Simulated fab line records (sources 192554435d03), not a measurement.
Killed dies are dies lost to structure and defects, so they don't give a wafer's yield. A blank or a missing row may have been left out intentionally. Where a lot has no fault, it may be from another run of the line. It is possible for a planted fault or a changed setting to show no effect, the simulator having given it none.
Matching of chambers / flow n5Finfet / N5_PMOS_HMC_CHANNEL_EPI_ETCH_38 on rieSi-01: 4 sister chambers
The step etches SiO2 in CF4, target depth 1.5 nm. 4 wafers are shown with their chamber, then 10 later ones without.

EACH WAFER AND ITS CHAMBER
wafer=L082.3; chamber=1; drypumpMotorCurrentA (A)=5.1
wafer=L084.2; chamber=0; drypumpMotorCurrentA (A)=6.1
wafer=L084.5; chamber=3; drypumpMotorCurrentA (A)=6.5
wafer=L089.5; chamber=2; drypumpMotorCurrentA (A)=4.7

WAFERS WITH NO CHAMBER GIVEN
wafer=L089.6; drypumpMotorCurrentA (A)=5.1
wafer=L092.2; drypumpMotorCurrentA (A)=6.5
wafer=L092.5; drypumpMotorCurrentA (A)=4.8
wafer=L092.6; drypumpMotorCurrentA (A)=5.1
wafer=L093.2; drypumpMotorCurrentA (A)=4.7
wafer=L093.4; drypumpMotorCurrentA (A)=6.1
wafer=L093.5; drypumpMotorCurrentA (A)=6.1
wafer=L095.1; drypumpMotorCurrentA (A)=6.1
wafer=L095.3; drypumpMotorCurrentA (A)=4.7
wafer=L095.4; drypumpMotorCurrentA (A)=6.4

THE CHAMBER EACH PASSED THROUGH
wafer=L089.6; from the rows above=1; in truth=1
wafer=L092.2; from the rows above=3; in truth=3
wafer=L092.5; from the rows above=2; in truth=2
wafer=L092.6; from the rows above=1; in truth=1
wafer=L093.2; from the rows above=2; in truth=2
wafer=L093.4; from the rows above=0; in truth=0
wafer=L093.5; from the rows above=0; in truth=0
wafer=L095.1; from the rows above=0; in truth=0
wafer=L095.3; from the rows above=2; in truth=2
wafer=L095.4; from the rows above=3; in truth=3
10 of 10 placed correctly. Can't be placed from these rows: 0. 0 placed wrongly.
How it was worked out, from the rows above alone: a wafer's distance from a chamber is the root of the sum, over the readings, of the square of ((its reading less the chamber's mean) divided by the reading's scatter). The wafer belongs to the nearest chamber; if the next one is less than 2 further off, it can't be placed. The mean given for a chamber averages the wafers shown for that chamber. The scatter: with one shown wafer a chamber, the root of the mean of the squares of how far each hidden wafer lies from its nearest shown one.
